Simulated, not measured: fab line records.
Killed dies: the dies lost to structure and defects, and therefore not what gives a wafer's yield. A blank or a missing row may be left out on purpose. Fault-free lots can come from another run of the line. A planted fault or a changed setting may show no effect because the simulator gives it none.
Which tool is to blame? | flow nand-harc | Sampling: 12 lots, 36 wafers, 4 of 1159 route steps

== WHAT EACH GAUGE READ, for each wafer ==
No reading from a measuring or inspecting step in the record can be judged against a usual standard deviation.

== WHICH TOOL RAN EACH LOT (tool, then ch and the chambers of the sampled wafers, then the start) ==
lot  | NHARC_A_CHANNEL_HOLE_D1_STRIP_27              | NHARC_A_CHANNEL_FILL_D1_ALD_03                 | NHARC_A_CHANNEL_FILL_D1_ALD_25   | NHARC_A_CHANNEL_FILL_D1_STRIP_29
L565 | rie-diel-09 ch 0,1,2, day 9 17:43 or earlier  | ald-sin-batch-03 ch 0, day 9 17:43 or earlier  | ald-hk-01 ch 0,3, day 9 17:43    | rie-diel-11 ch 0,1,2, no start
L567 | rie-diel-09 ch 2,3, day 10 13:42 or earlier   | ald-sin-batch-01 ch 0, day 10 13:42 or earlier | ald-hk-02 ch 0,2,3, day 10 13:42 | rie-diel-11 ch 0,2,3, no start
L566 | rie-diel-13 ch 0,1, day 10 11:54 or earlier   | ald-sin-batch-02 ch 0, day 10 11:54 or earlier | ald-hk-04 ch 1,3, day 10 11:54   | rie-diel-11 ch 0,2, no start
L571 | rie-diel-13 ch 0,1,3, day 10 20:05 or earlier | ald-sin-batch-02 ch 0, day 10 20:05 or earlier | ald-hk-04 ch 1,2, day 10 20:05   | rie-diel-06 ch 0,1, no start
L570 | rie-diel-05 ch 0,1,2, day 10 20:07 or earlier | ald-sin-batch-03 ch 0, day 10 20:07 or earlier | ald-hk-02 ch 1,2, day 10 20:07   | rie-diel-10 ch 1,2,3, no start
L572 | rie-diel-09 ch 1,2,3, day 11 22:50 or earlier | ald-sin-batch-02 ch 0, day 11 22:50 or earlier | ald-hk-04 ch 1,2,3, day 11 22:50 | rie-diel-11 ch 1,2,3, no start
L578 | rie-diel-13 ch 0,1,3, day 13 05:12 or earlier | ald-sin-batch-01 ch 0, day 13 05:12 or earlier | ald-hk-04 ch 0,2,3, day 13 05:12 | rie-diel-11 ch 0,1,3, no start
L579 | rie-diel-05 ch 1,2, day 13 09:48 or earlier   | ald-sin-batch-01 ch 0, day 13 09:48 or earlier | ald-hk-01 ch 0,1,2, day 13 09:48 | rie-diel-06 ch 1,3, no start
L580 | rie-diel-05 ch 0,1,2, day 14 03:21 or earlier | ald-sin-batch-01 ch 0, day 14 03:21 or earlier | ald-hk-02 ch 0,1,2, day 14 03:21 | rie-diel-11 ch 0,2,3, no start
L581 | rie-diel-09 ch 0,2,3, day 14 03:22 or earlier | ald-sin-batch-01 ch 0, day 14 03:22 or earlier | ald-hk-04 ch 0,2,3, day 14 03:22 | rie-diel-06 ch 0,1,3, no start
L586 | rie-diel-09 ch 0,2,3, day 15 04:07 or earlier | ald-sin-batch-03 ch 0, day 15 04:07 or earlier | ald-hk-02 ch 1,2,3, day 15 04:07 | rie-diel-11 ch 0,2,3, no start
L587 | rie-diel-09 ch 0,1,2, day 15 16:35 or earlier | ald-sin-batch-01 ch 0, day 15 16:35 or earlier | ald-hk-01 ch 2,3, day 15 16:35   | rie-diel-11 ch 0,3, no start
- NHARC_A_CHANNEL_HOLE_D1_STRIP_27: strips in O2.
- NHARC_A_CHANNEL_FILL_D1_ALD_03: deposits SiNx, target thk 6 nm, pulse time 60 s, ald cycles 58.
- NHARC_A_CHANNEL_FILL_D1_ALD_25: deposits SiOx, target thk 60 nm, pulse time 10 s, ald cycles 600.
- NHARC_A_CHANNEL_FILL_D1_STRIP_29: strips in O2, time 20 s.

== WHAT THE TOOLS THEMSELVES READ (means of the sampled wafers that have a number; where no wafer has one, the mark that the record gives instead) ==
NHARC_A_CHANNEL_HOLE_D1_STRIP_27.
lot  | tool        | drypump-motor-current-A (A) | oes-product-au (a.u.) | rf-vpp-V (V) | showerhead-plenum-p-Torr (Torr) | throttle-valve-pct (%)
L565 | rie-diel-09 | 5.7                         | 0.990                 | 58.3         | 3.45                            | 17.033
L567 | rie-diel-09 | 5.5                         | 1.005                 | 58.1         | 3.54                            | 17.042
L566 | rie-diel-13 | 5.7                         | 0.999                 | 57.7         | 3.49                            | 17.030
L571 | rie-diel-13 | 5.6                         | 1.002                 | 58.7         | 3.60                            | 17.041
L570 | rie-diel-05 | 5.7                         | 0.997                 | 58.4         | 3.48                            | 17.035
L572 | rie-diel-09 | 5.6                         | 1.008                 | 58.0         | 3.53                            | 17.035
L578 | rie-diel-13 | 5.7                         | 0.998                 | 57.7         | 3.60                            | 17.035
L579 | rie-diel-05 | 5.6                         | 0.999                 | 57.4         | 3.41                            | 17.040
L580 | rie-diel-05 | 5.7                         | 1.002                 | 57.7         | 3.47                            | 17.038
L581 | rie-diel-09 | 5.6                         | 0.997                 | 57.3         | 3.47                            | 17.035
L586 | rie-diel-09 | 5.6                         | 0.996                 | 58.6         | 3.47                            | 17.037
L587 | rie-diel-09 | 5.7                         | 1.000                 | 58.2         | 3.45                            | 17.038

NHARC_A_CHANNEL_FILL_D1_ALD_03.
lot  | tool             | precursor-pulse-height-rel
L565 | ald-sin-batch-03 | 1.013
L567 | ald-sin-batch-01 | 1.002
L566 | ald-sin-batch-02 | 0.986
L571 | ald-sin-batch-02 | 1.005
L570 | ald-sin-batch-03 | 1.004
L572 | ald-sin-batch-02 | 0.999
L578 | ald-sin-batch-01 | 1.002
L579 | ald-sin-batch-01 | 0.994
L580 | ald-sin-batch-01 | 0.997
L581 | ald-sin-batch-01 | 0.995
L586 | ald-sin-batch-03 | 1.004
L587 | ald-sin-batch-01 | 1.002

NHARC_A_CHANNEL_FILL_D1_ALD_25.
lot  | tool      | heater-power-w (W) | precursor-pulse-height-rel
L565 | ald-hk-01 | 460                | 0.989
L567 | ald-hk-02 | 485                | 0.991
L566 | ald-hk-04 | 490                | 0.981
L571 | ald-hk-04 | 416                | 0.991
L570 | ald-hk-02 | 493                | 1.006
L572 | ald-hk-04 | 452                | 1.007
L578 | ald-hk-04 | 441                | 0.981
L579 | ald-hk-01 | 436                | 0.984
L580 | ald-hk-02 | 501                | 0.983
L581 | ald-hk-04 | 437                | 0.979
L586 | ald-hk-02 | 474                | 1.028
L587 | ald-hk-01 | 421                | 1.004

NHARC_A_CHANNEL_FILL_D1_STRIP_29.
lot  | tool        | drypump-motor-current-A (A) | oes-product-au (a.u.) | rf-vpp-V (V) | showerhead-plenum-p-Torr (Torr) | throttle-valve-pct (%)
L565 | rie-diel-11 | 5.8                         | 0.999                 | 57.3         | 3.55                            | 17.034
L567 | rie-diel-11 | 6.0                         | 0.993                 | 57.1         | 3.57                            | 17.044
L566 | rie-diel-11 | 6.2                         | 0.994                 | 57.4         | 3.44                            | 17.034
L571 | rie-diel-06 | 5.8                         | 1.013                 | 57.6         | 3.47                            | 17.037
L570 | rie-diel-10 | 5.9                         | 1.001                 | 59.2         | 3.64                            | 17.036
L572 | rie-diel-11 | 5.7                         | 1.001                 | 57.9         | 3.62                            | 17.031
L578 | rie-diel-11 | 5.6                         | 0.999                 | 58.6         | 3.67                            | 17.040
L579 | rie-diel-06 | 5.9                         | 1.006                 | 58.0         | 3.69                            | 17.031
L580 | rie-diel-11 | 6.1                         | 1.009                 | 57.8         | 3.57                            | 17.041
L581 | rie-diel-06 | 5.8                         | 1.005                 | 57.9         | 3.58                            | 17.030
L586 | rie-diel-11 | 6.1                         | 1.003                 | 58.1         | 3.57                            | 17.029
L587 | rie-diel-11 | 5.9                         | 0.991                 | 58.8         | 3.70                            | 17.042

== THE ANSWER, worked out from the rows above alone ==
Rule: the usual values come from the lots themselves. The widest of any qualifying gaps counts: lots, ordered by their means at a reading, are off when they make up no more than a third of the lots, leave a main group of 4 or more, and stand apart from it by 3 or more times the standard deviation of that group's means. Not used: any main group whose means are identical at the precision the tables above print for the reading. Also off: a lot with no number at a reading for which 4 or more lots have one. Any other lot the step has rows for is counted as sound. First the gauges in route order, then the tools' own readings, where a lot's mean is used as printed above. The first step at which some lot is off is used, and at that step the reading that is off furthest; a lot without a number counts as furthest.
No lot is off on any of the readings shown, so nothing can be concluded from this.

== WHAT THE SIMULATOR PUT IN ==
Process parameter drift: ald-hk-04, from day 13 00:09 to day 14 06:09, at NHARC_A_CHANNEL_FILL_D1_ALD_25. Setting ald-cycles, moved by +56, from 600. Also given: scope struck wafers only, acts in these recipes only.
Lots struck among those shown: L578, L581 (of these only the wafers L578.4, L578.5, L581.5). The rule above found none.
